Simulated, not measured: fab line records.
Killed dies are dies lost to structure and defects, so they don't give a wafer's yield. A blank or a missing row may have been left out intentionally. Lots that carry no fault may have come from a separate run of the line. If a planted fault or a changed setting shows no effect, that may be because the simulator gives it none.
A struck lot beside a sound one || flow n5_finfet || 18 out of 1938 route steps
Sound: the wafers L809.3, L809.4, L809.6. The struck wafers were L799.2, L799.4, L799.5. The cause is given at the end.
Per side, at each step with rows, come the tool, then ch with its chambers, and then its first start. Under that, the readings that differ: sound wafers || struck wafers || difference of the means || sigmas: that difference in standard deviations of wafers without a fault.
alike: readings whose means differ by less than 2 such deviations, and words and numbers that are the same on both sides. not compared: withheld readings, readings that some wafer has no value for, bounds like >300 that may hide the same value, and numbers for which the record gives no deviation and whose values overlap.
A row with sigmas, a row that says differs or no value, or rows on one side alone: a step with any of these is where the two part. Numbers that don't overlap but have no deviation are shown without sigmas and don't part them. A reading that every wafer of one side lacks parts them only if that side has two wafers or more.

first, 1 step without rows for these wafers: N5_BEOL_M0_SAQP_SPACER1_ETCHBACK_99 (etches SiO2 in CHF3/O2, target depth 15.4 nm, time 7.7 s).
N5_BEOL_M0_SAQP_MANDREL1_REMOVE_100: chemistry HBr/Cl2/O2, target a-Si, stops on SiNx, bt time 10 s.
  sound on rie_si-05 ch 1,2,3, day 10 02:36; struck on rie_si-04 ch 1,3, day 7 13:02
  alike: drypump_motor_current_A, oes_product_au, throttle_valve_pct
  not compared: rf_hours_counter_h
N5_BEOL_M0_SAQP_CD_MEAS_25: the cd target is 13.1 nm.
  sound on cd_sem-02 ch 0, day 10 02:43; struck on cd_sem-02 ch 0, day 7 13:10
  alike: cd_nm
then, 1 step without rows for these wafers: N5_BEOL_M0_SAQP_ETCH_101 (etches SiNx in CH3F/O2, target depth 29.9 nm, time 42.7 s).
N5_BEOL_M0_SAQP_ETCH_102: etches SiO2 in CF4, target depth 4 nm, time 4.4 s.
  sound on rie_si-06 ch 0,2, day 10 02:52; struck on rie_si-05 ch 0,1, day 7 13:23
  alike: drypump_motor_current_A, oes_product_au, throttle_valve_pct
  not compared: rf_hours_counter_h
then, 4 steps without rows for these wafers: N5_BEOL_M0_SAQP_MANDREL_ETCH_103 (etches a-Si in HBr/Cl2, stops on SiCN, target depth 45 nm, bt time 10 s, time 27 s); N5_BEOL_M0_SAQP_RECESS_104 (chemistry HF/NH3, target SiO2, target depth 18 nm, afs cycles 3, sublimation time 60 s); N5_BEOL_M0_SAQP_COAT_105 (time 60 s, resist thk 100 nm); N5_BEOL_M0_SAQP_ETCH_106 (etches SOC in N2/H2, stops on SiNx, target depth 150 nm).
N5_BEOL_M0_SAQP_ETCH_107: etches SiNx in CH3F/O2, target depth 30 nm.
  sound on rie_diel-05 ch 0,3, day 10 03:29; struck on rie_diel-05 ch 0,1, day 7 14:00
  alike: drypump_motor_current_A, oes_product_au, rf_vpp_V, showerhead_plenum_p_Torr, throttle_valve_pct
  not compared: rf_hours_counter_h
N5_BEOL_M0_SAQP_STRIP_108: strips in N2/H2.
  sound on rie_diel-05 ch 0,3, day 10 03:31; struck on rie_diel-05 ch 0,1, day 7 14:02
  alike: drypump_motor_current_A, oes_product_au, rf_vpp_V, showerhead_plenum_p_Torr, throttle_valve_pct
  not compared: rf_hours_counter_h
then, 1 step without rows for these wafers: N5_BEOL_M0_SAQP_RECESS_109 (chemistry HF/NH3, target SiO2, target depth 3 nm, afs cycles 1, sublimation time 60 s).
N5_BEOL_M0_SAQP_SPACER2_ALD_26: deposits SiO2, target thk 15 nm, pulse time 1 s, purge time 2 s.
  sound on ald_sin-02 ch 2,3, day 10 03:43; struck on ald_sin-01 ch 1,2,3, day 7 14:33
  no value came back on the struck wafers for any of 5 readings (chamber_pressure_Torr (Torr), co_reactant_purge_time_s (s) and others); on the sound wafers chamber_pressure_Torr (Torr) reads 2.005 1.985 1.999
N5_BEOL_M0_SAQP_SPACER2_ETCHBACK_27: etches SiO2 in CHF3/O2, target depth 22.5 nm, time 11.25 s.
  sound on rie_diel-02 ch 1,2,3, day 10 04:16; struck on rie_diel-02 ch 1,2, day 7 15:07
  alike: drypump_motor_current_A, oes_product_au, rf_vpp_V, showerhead_plenum_p_Torr, throttle_valve_pct
  not compared: rf_hours_counter_h
N5_BEOL_M0_SAQP_MANDREL2_REMOVE_110: chemistry HBr/Cl2/O2, target a-Si, stops on SiCN, bt time 10 s.
  sound on rie_si-05 ch 1,3, day 10 04:22; struck on rie_si-06 ch 0,3, day 7 15:12
{"reading": "model.BEOL_M0_SAQP.cd_nm (nm)", "sound": "15.2 15.2 15.2", "struck": "12.8 13 13.2", "difference": -2.2, "sigmas": ""}
  alike: drypump_motor_current_A, oes_product_au, throttle_valve_pct
  not compared: rf_hours_counter_h
N5_BEOL_M0_SAQP_CD_MEAS_29: the cd target is 14.4 nm.
  sound on cd_sem-03 ch 0, day 10 04:28; struck on cd_sem-02 ch 0, day 7 15:19
{"reading": "cd_nm (nm)", "sound": "15.47 14.84 15.52", "struck": "- - -", "difference": "no value on the struck wafers", "sigmas": ""}
then, 1 step without rows for these wafers: N5_BEOL_M0_SAQP_COAT_69 (time 60 s, resist thk 90 nm).
N5_BEOL_M4_RC_MEAS_101:
  the record has rows for the sound wafers here (prober-02 ch 0, day 12 06:36) and none for the struck ones

## WHERE THEY PART
Earliest at N5_BEOL_M0_SAQP_SPACER2_ALD_26; latest, in this record, at N5_BEOL_M4_RC_MEAS_101.

WHY: the cause the simulator had injected
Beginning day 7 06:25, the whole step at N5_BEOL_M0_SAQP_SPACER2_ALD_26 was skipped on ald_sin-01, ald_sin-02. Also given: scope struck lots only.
